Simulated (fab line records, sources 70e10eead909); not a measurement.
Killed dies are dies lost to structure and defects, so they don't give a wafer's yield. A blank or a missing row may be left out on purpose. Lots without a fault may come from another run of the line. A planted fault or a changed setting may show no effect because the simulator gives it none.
Chamber matching | flow nand_harc | NHARC_P_M0_PRE_CLEAN_31 on pecvd-02: 3 sister chambers
The step time 12 s. 16 wafers are shown with their chamber, then 8 later ones without.

WAFERS WITH THEIR CHAMBER
wafer  | chamber | heater_power_w (W) | susceptor_temp_C (C)
L084.1 | 2       | 709                | 370.06
L084.3 | 0       | 591                | 370.15
L084.6 | 0       | 606                | 370.67
L087.2 | 1       | 638                | 369.97
L087.3 | 2       | 669                | 369.95
L087.5 | 1       | 640                | 370.19
L088.2 | 0       | 638                | 370.17
L088.4 | 2       | 771                | 369.98
L088.5 | 0       | 651                | 370.14
L090.2 | 0       | 640                | 370.25
L090.3 | 2       | 701                | 369.83
L090.4 | 0       | 655                | 370.06
L091.2 | 0       | 669                | 370.11
L091.4 | 1       | 719                | 369.95
L091.5 | 2       | 772                | 369.87
L093.1 | 1       | 614                | 369.54

SIGNATURES (means of the wafers above)
reading          | chamber 0 | chamber 1 | chamber 2 | scatter within a chamber
heater_power_w   | 635.71    | 652.75    | 724.40    | 38.4
susceptor_temp_C | 370.2214  | 369.9125  | 369.9380  | 0.198
Rule: a wafer's distance from a chamber is the root of the sum, over the readings, of the square of ((its reading less the chamber's mean) divided by the reading's scatter). The wafer belongs to the nearest chamber; if the next one is less than 2 further off, it can't be placed. The scatter: the root of (the sum of the squares of (reading less its chamber's mean) over the shown wafers, divided by (wafers less chambers)).

WAFERS WITHOUT THEIR CHAMBER
wafer  | heater_power_w (W) | susceptor_temp_C (C)
L093.4 | 725                | 370.15
L093.6 | 700                | 369.90
L097.1 | 692                | 369.90
L097.4 | 679                | 370.18
L097.5 | 695                | 370.07
L096.2 | 606                | 370.25
L096.5 | 629                | 370.13
L096.6 | 638                | 369.73

WHICH CHAMBER EACH WENT THROUGH
wafer  | from the rows above          | in truth
L093.4 | can't be placed: 2 or 1 or 0 | 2
L093.6 | can't be placed: 2 or 1 or 0 | 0
L097.1 | can't be placed: 2 or 1 or 0 | 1
L097.4 | can't be placed: 0 or 1 or 2 | 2
L097.5 | can't be placed: 2 or 1 or 0 | 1
L096.2 | can't be placed: 0 or 1      | 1
L096.5 | can't be placed: 0 or 1      | 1
L096.6 | can't be placed: 1 or 2 or 0 | 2
Placed correctly: 0 of 8. Can't be placed from these rows: 8 (the true chamber is among the candidates in 8). Placed wrongly: 0.
